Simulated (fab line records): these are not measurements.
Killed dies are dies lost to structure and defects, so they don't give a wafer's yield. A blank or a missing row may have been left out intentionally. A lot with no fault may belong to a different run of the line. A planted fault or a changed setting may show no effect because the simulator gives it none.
fab line records | flow nandHarc
record: lots: 13 wafers: 39 lastDay: 33
route steps=1302 shown A_M0@1152 A_M1@1176 END@1302
lots untouched by any fault: they come from a run of this same line in which no faults occurred
startH: start of the lot's first displayed wafer, in hours after the record's first day | waitH: hours from the lot's prior step to this one | " as in the row above | L1.1+2: one row covering several wafers at once | - either no value or no given start | * or withheld: withheld | < > ~ a bound
route shown NAME@n: a module of which the file shows steps, and the number in the route of the first | usual: average and standard deviation across the fault-free wafers | same: alike in all rows | chamber/n: place in a boat | sites: each site's reading | _std_site: the standard deviation of these | _edge_site: inner sites' mean taken away from outer sites' mean | radiusMm: how far each site lies from the wafer's centre | mask NAME#n: copy n | behind: tool/chamber where the wafer was last shaped | hold: why the lot went on hold/how many hours it stayed there/how the hold came to an end | device: which transistor (n, p or np) failed to switch | end of line: the tests these same wafers got at the end of their route | step lacking rows: just its recipe | killed: dies lost to structure and defects at the first sort, not the wafer's yield | map: dies across one wafer; x = killed, . = not, _ = none there
set.NAME: the setting the step ran with; set.NAME@STEP: the setting that earlier step ran with | model.NAME: the simulator's own value behind a step, which no gauge read
a sample of lots followed through the steps of the route, with each step as a table and each wafer as a row
services: from which hour (startH, from the record's first day; less than 0 if before it) a tool's chamber was out of use, for how many hours, and why
== steps ==
step: NHARC_A_M0_ETCH_15
recipe: targetDepthA: 1500 overetchA: 150 timeS: 82.5 c4f8FlowSccm: withheld arFlowSccm: 400 rfW: 600 biasW: 300 chemistry: C4F8/Ar
usual: oesProductAu: 0.950/0.025 rfVppV: 441.7/2
columns lot.wafer tool chamber startH waitH oesProductAu rfHoursCounterH rfVppV
L348.3 rieDiel-09 2 - - 0.961 0.4 441.8
L348.1 " 1 " " 0.966 0.4 441.8
L348.5 " 2 " " 0.952 - 442.1
L349.4 rieDiel-09 2 - - 0.947 1.7 442.6
L349.2 " 3 " " 0.960 1.7 442.6
L349.3 " 0 " " 0.925 1.5 438.6
L350.1 rieDiel-05 2 - - 0.946 6.2 439.7
L350.3 " 3 " " 0.920 6.6 439.5
L350.4 " 0 " " 0.915 6.5 438.1
L351.2 rieDiel-03 1 - - 0.950 4.9 444.1
L351.5 " 0 " " 0.944 - 443.9
L351.6 " 1 " " 0.956 - 444.0
L352.3 rieDiel-03 0 - - 0.953 5.9 443.0
L352.2 " 2 " " 0.974 5.7 439.6
L352.1 " 3 " " 0.984 5.7 444.9
L354.4 rieDiel-09 2 - - 0.984 4.1 443.8
L354.1 " 1 " " 0.964 3.9 442.5
L354.6 " 2 " " 0.982 - 441.4
L353.1 rieDiel-09 2 - - 0.956 4.1 443.1
L353.4 " 3 " " 0.982 3.7 441.9
L353.6 " 1 " " 0.968 - 443.3
L361.3 rieDiel-09 1 - - 0.918 7.8 443.1
L361.6 " 3 " " 0.951 - 444.1
L361.5 " 0 " " 0.907 - 440.7
L363.1 rieDiel-05 1 - - 0.925 7.5 441.1
L363.4 " 0 " " 0.911 6.9 437.8
L363.6 " 2 " " 0.939 - 439.6
L365.2 rieDiel-09 0 - - 0.964 0.6 439.3
L365.5 " 1 " " 0.952 - 443.3
L365.6 " 2 " " 0.968 - 442.5
L367.4 rieDiel-03 0 - - 0.971 2.8 442.6
L367.3 " 2 " " 0.957 1.4 436.7
L367.5 " 3 " " 0.984 - 443.7
L369.3 rieDiel-09 3 - - 0.957 1.7 443.7
L369.2 " 0 " " 0.991 1.7 439.4
L369.1 " 1 " " 0.974 1.7 442.5
L370.4 rieDiel-05 0 - - 0.903 9.2 437.0
L370.3 " 2 " " 0.937 10.2 440.1
L370.6 " 0 " " 0.908 - 439.0
step: NHARC_A_M0_PVD_21
recipe: targetThkA: 300 chamberPressurePa: 5 powerW: 5000 substrateTempC: 30 timeS: 20.49 material: Cu
usual: throttleValvePct: 30.0/1.1
columns lot.wafer tool chamber startH waitH throttleValvePct
L348.1 pvdSputter-02 - - - 31.8
L348.3 " - " " 30.9
L348.5 " - " " 32.2
L349.3 pvdSputter-01 - - - 29.3
L349.4 " - " " 29.9
L349.2 " - " " 28.2
L350.4 pvdSputter-02 - - - 30.8
L350.1 " - " " 32.1
L350.3 " - " " 30.0
L351.2 pvdSputter-02 - - - 32.0
L351.5 " - " " 30.2
L351.6 " - " " 30.9
L352.2 pvdSputter-01 - - - 29.3
L352.3 " - " " 30.2
L352.1 " - " " 28.1
L354.4 pvdSputter-01 - - - 31.8
L354.1 " - " " 30.1
L354.6 " - " " 31.8
L353.1 pvdSputter-01 - - - 32.0
L353.4 " - " " 28.2
L353.6 " - " " 29.2
L361.3 pvdSputter-03 - - - 28.1
L361.6 " - " " 30.8
L361.5 " - " " 30.3
L363.1 pvdSputter-03 - - - 28.2
L363.4 " - " " 30.0
L363.6 " - " " 28.6
L365.2 pvdSputter-03 - - - 30.1
L365.5 " - " " 28.3
L365.6 " - " " 28.6
L367.3 pvdSputter-01 - - - 30.1
L367.4 " - " " 27.7
L367.5 " - " " 30.0
L369.3 pvdSputter-03 - - - 30.2
L369.2 " - " " 30.9
L369.1 " - " " 28.6
L370.4 pvdSputter-02 - - - 29.6
L370.3 " - " " 31.1
L370.6 " - " " 29.8
step: NHARC_A_M0_INSPECT_27
usual: rawDefectCount: 497/110
columns lot.wafer tool chamber startH waitH rawDefectCount
L348.1 defectInspect-02 - 514.95 0.0 437
L348.3 " - " " 455
L348.5 " - " " 494
L349.2 defectInspect-02 - 534.56 0.0 389
L349.3 " - " " 271
L349.4 " - " " 363
L350.1 defectInspect-01 - 541.32 0.0 445
L350.3 " - " " 395
L350.4 " - " " 685
L351.2 defectInspect-01 - 555.79 0.0 397
L351.5 " - " " 325
L351.6 " - " " 382
L352.1 defectInspect-01 - 557.33 0.0 678
L352.2 " - " " 620
L352.3 " - " " 521
L354.1 defectInspect-02 - 577.72 0.0 433
L354.4 " - " " 402
L354.6 " - " " 517
L353.1 defectInspect-01 - 579.48 0.0 525
L353.4 " - " " 464
L353.6 " - " " 452
L361.3 defectInspect-01 - 672.08 0.0 598
L361.5 " - " " 453
L361.6 " - " " 761
L363.1 defectInspect-01 - 688.93 0.0 514
L363.4 " - " " 468
L363.6 " - " " 453
L365.2 defectInspect-01 - 701.21 0.0 426
L365.5 " - " " 578
L365.6 " - " " 456
L367.3 defectInspect-02 - 717.59 0.0 408
L367.4 " - " " 459
L367.5 " - " " 479
L369.1 defectInspect-02 - 729.70 0.0 544
L369.2 " - " " 402
L369.3 " - " " 527
L370.3 defectInspect-02 - 741.61 0.0 400
L370.4 " - " " 555
L370.6 " - " " 620
step: NHARC_A_M1_EXPOSE_06
recipe: na: 1.35 targetCdNm: 120 doseMj: 75.13 maskId: A_M1
usual: exposureDoseMJCm2: 75.08/0.083
columns lot.wafer tool chamber startH waitH mask exposureDoseMJCm2
L348.1 arfiScanner-02 0 516.08 - A_M1#0 75.08
L348.3 " 0 " " A_M1#0 75.14
L348.5 " 0 " " A_M1#0 75.10
L349.2 arfiScanner-03 0 535.82 - A_M1#0 75.07
L349.3 " 0 " " A_M1#0 75.08
L349.4 " 0 " " A_M1#0 75.04
L350.1 arfiScanner-02 0 542.58 - A_M1#0 74.99
L350.3 " 0 " " A_M1#0 75.07
L350.4 " 0 " " A_M1#0 74.96
L351.2 arfiScanner-02 0 556.90 - A_M1#0 75.07
L351.5 " 0 " " A_M1#0 75.02
L351.6 " 0 " " A_M1#0 75.10
L352.1 arfiScanner-01 0 558.59 - A_M1#0 74.99
L352.2 " 0 " " A_M1#0 75.11
L352.3 " 0 " " A_M1#0 75.01
L354.1 arfiScanner-03 0 578.98 - A_M1#0 75.04
L354.4 " 0 " " A_M1#0 75.17
L354.6 " 0 " " A_M1#0 75.15
L353.1 arfiScanner-02 0 580.74 - A_M1#0 74.95
L353.4 " 0 " " A_M1#0 74.97
L353.6 " 0 " " A_M1#0 74.91
L361.3 arfiScanner-01 0 673.48 - A_M1#0 45.29
L361.5 " 0 " " A_M1#0 45.30
L361.6 " 0 " " A_M1#0 45.46
L363.1 arfiScanner-01 0 690.04 - A_M1#0 52.85
L363.4 " 0 " " A_M1#0 52.72
L363.6 " 0 " " A_M1#0 52.75
L365.2 arfiScanner-03 0 702.47 - A_M1#0 75.17
L365.5 " 0 " " A_M1#0 75.16
L365.6 " 0 " " A_M1#0 75.24
L367.3 arfiScanner-03 0 718.86 - A_M1#0 75.07
L367.4 " 0 " " A_M1#0 75.11
L367.5 " 0 " " A_M1#0 75.07
L369.1 arfiScanner-02 0 730.96 - A_M1#0 75.14
L369.2 " 0 " " A_M1#0 75.05
L369.3 " 0 " " A_M1#0 74.98
L370.3 arfiScanner-02 0 742.88 - A_M1#0 74.93
L370.4 " 0 " " A_M1#0 74.96
L370.6 " 0 " " A_M1#0 74.91
step: NHARC_A_M1_CD_MEAS_09
recipe: targetCdNm: 120 landingEnergyEv: 500
usual: cdNm: 120.2/0.9
columns lot.wafer tool chamber startH waitH cdNm
L348.1 cdSem-03 0 516.22 - 121.8
L348.3 " 0 " " 120.7
L348.5 " 0 " " 121.0
L349.2 cdSem-03 0 535.96 - 120.7
L349.3 " 0 " " 121.2
L349.4 " 0 " " 121.5
L350.1 cdSem-02 0 542.72 - 121.1
L350.3 " 0 " " 120.5
L350.4 " 0 " " 119.4
L351.2 cdSem-03 0 557.04 - 120.2
L351.5 " 0 " " 120.5
L351.6 " 0 " " 120.5
L352.1 cdSem-03 0 558.73 - 119.8
L352.2 " 0 " " 119.4
L352.3 " 0 " " 118.7
L354.1 cdSem-02 0 579.12 - 120.3
L354.4 " 0 " " 119.0
L354.6 " 0 " " 119.1
L353.1 cdSem-02 0 580.88 - 120.8
L353.4 " 0 " " 121.0
L353.6 " 0 " " 120.0
L361.3 cdSem-01 0 673.62 - 90.3
L361.5 " 0 " " 91.8
L361.6 " 0 " " 89.4
L363.1 cdSem-01 0 690.18 - 99.6
L363.4 " 0 " " 100.3
L363.6 " 0 " " 99.9
L365.2 cdSem-01 0 702.61 - 120.2
L365.5 " 0 " " 120.6
L365.6 " 0 " " 118.8
L367.3 cdSem-02 0 718.99 - 119.4
L367.4 " 0 " " 119.2
L367.5 " 0 " " 119.5
L369.1 cdSem-02 0 731.10 - 120.6
L369.2 " 0 " " 121.8
L369.3 " 0 " " 121.9
L370.3 cdSem-01 0 743.02 - 120.7
L370.4 " 0 " " 120.6
L370.6 " 0 " " 119.8
step: NHARC_END_SORT_01
recipe: tempC: 25
usual: defectLimitedYield: 91/3 killedAtArray: 56/20 killedAtOther: 0.9/1.1 killedAtPeriphery: 3.7/3 killedDies: 61/21 killedOpen: 2.9/1.6 killedShort: 2.6/1.4
same: grossDies: 677
columns lot.wafer tool chamber startH waitH defectLimitedYield[%] killedAtArray killedAtOther killedAtPeriphery killedDies killedOpen killedShort
L350.1 prober-01 0 588.19 2.5 94 37 2 2 41 4 3
L350.3 prober-01 0 589.78 3.1 89 69 0 4 73 1 2
L350.4 prober-01 0 590.57 3.4 90 61 1 3 65 4 3
L351.2 prober-02 0 597.06 2.8 92 50 1 3 54 4 2
L351.5 prober-02 0 599.43 3.7 94 33 4 2 39 3 3
L351.6 prober-02 0 600.22 4.0 92 45 2 4 51 1 2
L361.3 prober-02 0 710.22 3.1 1 667 0 2 669 1 3
L361.5 prober-02 0 711.81 3.7 2 659 0 2 661 5 2
L361.6 prober-02 0 712.60 4.0 1 672 1 0 673 2 7
L365.2 prober-01 0 738.07 2.8 85 98 0 2 100 2 4
L365.5 prober-01 0 740.46 3.7 84 106 0 1 107 2 2
L365.6 prober-01 0 741.25 4.0 81 123 0 4 127 4 1
killed by level:class
L350.1 A_CHANNEL_HOLE_D2:chamberFilmFlake=14 A_CHANNEL_HOLE_D1:chamberFilmFlake=9 A_CONTACT:chamberFilmFlake=6 A_BLC:geometricParticle:open=2 P_GATE:chamberFilmFlake=2 THIN_TSV:chamberFilmFlake=2 A_ONON_D1:geometricParticle:short=1 A_CHANNEL_FILL_D1:geometricParticle:open=1
L350.3 A_CHANNEL_HOLE_D1:chamberFilmFlake=31 A_CHANNEL_HOLE_D2:chamberFilmFlake=17 A_CONTACT:chamberFilmFlake=13 P_GATE:chamberFilmFlake=4 A_STAIRCASE:chamberFilmFlake=2 A_SGD_CUT:geometricParticle:short=1 A_WL_FILL:geometricParticle:short=1 A_CONTACT:geometricParticle:open=1
L350.4 A_CHANNEL_HOLE_D2:chamberFilmFlake=23 A_CHANNEL_HOLE_D1:chamberFilmFlake=19 A_CONTACT:chamberFilmFlake=10 A_STAIRCASE:chamberFilmFlake=3 P_M1:geometricParticle:short=1 A_CHANNEL_FILL_D1:geometricParticle:open=1 A_CHANNEL_FILL_D1:geometricParticle:short=1 A_ONON_D2:geometricParticle:short=1
L351.2 A_CHANNEL_HOLE_D1:chamberFilmFlake=31 A_CHANNEL_HOLE_D2:chamberFilmFlake=10 P_M2:chamberFilmFlake=2 A_CHANNEL_HOLE_D1:geometricParticle:short=1 A_CHANNEL_HOLE_D1:geometricParticle:open=1 A_CHANNEL_FILL_D1:geometricParticle:open=1 A_ONON_D2:geometricParticle:open=1 A_ONON_D2:geometricParticle:short=1
L351.5 A_CHANNEL_HOLE_D1:chamberFilmFlake=17 A_CHANNEL_HOLE_D2:chamberFilmFlake=5 THIN_TSV:chamberFilmFlake=4 A_CONTACT:chamberFilmFlake=3 A_DECK1_JOINT:geometricParticle:short=1 A_DECK1_JOINT:geometricParticle:open=1 A_ONON_D2:geometricParticle:open=1 A_ONON_D2:geometricParticle:short=1
L351.6 A_CHANNEL_HOLE_D1:chamberFilmFlake=31 A_CHANNEL_HOLE_D2:chamberFilmFlake=7 A_M1:chamberFilmFlake=3 A_CONTACT:chamberFilmFlake=2 THIN_TSV:chamberFilmFlake=2 P_STI:geometricParticle:short=1 P_CONTACT:geometricParticle:short=1 A_ONON_D1:geometricParticle:open=1
L361.3 A_M1:areaExpose=617 A_CHANNEL_HOLE_D2:chamberFilmFlake=22 A_CHANNEL_HOLE_D1:chamberFilmFlake=8 A_CONTACT:chamberFilmFlake=8 A_BLC:chamberFilmFlake=3 A_ZERO_WELL:chamberFilmFlake=2 A_STAIRCASE:chamberFilmFlake=2 A_SLIT:chamberFilmFlake=2
L361.5 A_M1:areaExpose=607 A_CHANNEL_HOLE_D2:chamberFilmFlake=16 A_CONTACT:chamberFilmFlake=13 A_CHANNEL_HOLE_D1:chamberFilmFlake=8 A_BLC:chamberFilmFlake=4 A_SLIT:chamberFilmFlake=3 A_ONON_D1:geometricParticle:open=2 A_STAIRCASE:chamberFilmFlake=2
L361.6 A_M1:areaExpose=618 A_CHANNEL_HOLE_D2:chamberFilmFlake=21 A_CONTACT:chamberFilmFlake=7 A_CHANNEL_HOLE_D1:chamberFilmFlake=6 A_SLIT:chamberFilmFlake=5 A_DECK1_JOINT:chamberFilmFlake=2 A_STAIRCASE:chamberFilmFlake=2 A_SOURCE_PLATE:geometricParticle:short=1
L365.2 A_SLIT:chamberFilmFlake=30 A_CHANNEL_HOLE_D1:chamberFilmFlake=26 A_CHANNEL_HOLE_D2:chamberFilmFlake=20 A_CONTACT:chamberFilmFlake=9 A_WL_FILL:geometricParticle:short=3 A_STAIRCASE:chamberFilmFlake=3 A_SGD_CUT:chamberFilmFlake=2 A_ONON_D1:geometricParticle:open=1
L365.5 A_SLIT:chamberFilmFlake=35 A_CHANNEL_HOLE_D2:chamberFilmFlake=27 A_CHANNEL_HOLE_D1:chamberFilmFlake=20 A_STAIRCASE:chamberFilmFlake=8 A_CONTACT:chamberFilmFlake=4 A_SGD_CUT:chamberFilmFlake=4 A_BLC:geometricParticle:open=2 A_WL_FILL:chamberFilmFlake=2
L365.6 A_CHANNEL_HOLE_D2:chamberFilmFlake=32 A_CHANNEL_HOLE_D1:chamberFilmFlake=32 A_SLIT:chamberFilmFlake=31 A_CONTACT:chamberFilmFlake=13 A_STAIRCASE:chamberFilmFlake=6 A_SGD_CUT:chamberFilmFlake=5 A_BLC:geometricParticle:open=2 P_M2:chamberFilmFlake=2
== services ==
columns tool chamber startH hours kind
rieDiel-03 1 490.30 8.7 repair
rieDiel-09 - 497.15 9.0 pm
arfiScanner-03 - 497.73 0.3 repair
arfiScanner-03 - 504.87 4.0 pm
pvdSputter-03 - 526.00 10.0 pm
arfiScanner-03 - 540.07 5.2 repair
arfiScanner-02 - 552.22 0.7 repair
arfiScanner-03 - 552.60 2.4 repair
pvdSputter-03 - 555.45 14.4 repair
rieDiel-09 3 556.58 8.5 repair
pvdSputter-01 - 556.64 7.1 repair
rieDiel-03 0 577.29 3.9 repair
arfiScanner-02 - 593.78 0.5 repair
pvdSputter-01 - 630.93 10.0 pm
pvdSputter-02 - 638.00 10.0 pm
arfiScanner-02 - 656.00 4.0 pm
rieDiel-09 - 658.45 0.3 repair
rieDiel-09 - 674.15 9.0 pm
arfiScanner-03 - 676.87 4.0 pm
pvdSputter-03 - 704.00 10.0 pm
arfiScanner-02 - 726.57 1.0 repair
pvdSputter-01 - 727.33 1.8 repair
arfiScanner-03 - 729.05 1.0 repair
pvdSputter-01 - 735.08 38.6 repair
== key ==
firstSign: step: NHARC_A_M1_EXPOSE_06 reading: exposureDoseMJCm2 direction: down sigmas: 99+ usual: 75.08 struck: 49.06
effect: step: NHARC_A_M1_CD_MEAS_09 reading: cdNm direction: down sigmas: 28 usual: 120.2 struck: 95.2 through: controlLoop
effect: step: NHARC_END_SORT_01 reading: killedAtArray direction: up sigmas: 30 usual: 56 struck: 666
moreKillsBornAt: NHARC_A_M1_EXPOSE_06@arfiScanner-01: 1842
metAt NHARC_A_M1_EXPOSE_06
struckLots L361,L363
laterRowsLeftOut L361.3,L361.5,L361.6
sortLeftOut L363.1,L363.4,L363.6
loopTrim: step: NHARC_A_M1_EXPOSE_06 setting: dose lots: L363
notActingAt NHARC_A_M0_ETCH_15,NHARC_A_M0_PVD_21,NHARC_A_M0_INSPECT_27
onsetBetween 558.59 673.48
fault: kind: processParameterDrift tool: arfiScanner-01 chamber: - onsetH: 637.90 steps: NHARC_A_M1_EXPOSE_06 channel: doseMj offset: -29.854 shape: step actsIn: theseRecipesOnly stated: 75.13
sortLeftOut: the simulated sort isn't trusted on such a fault, so these wafers' sort isn't shown, and their yield isn't known
laterRowsLeftOut: the simulator's readings of these wafers behind a module that went badly wrong aren't trusted and aren't shown, but for the sort
loopTrim: a control loop set the setting to another value than it would have without faults
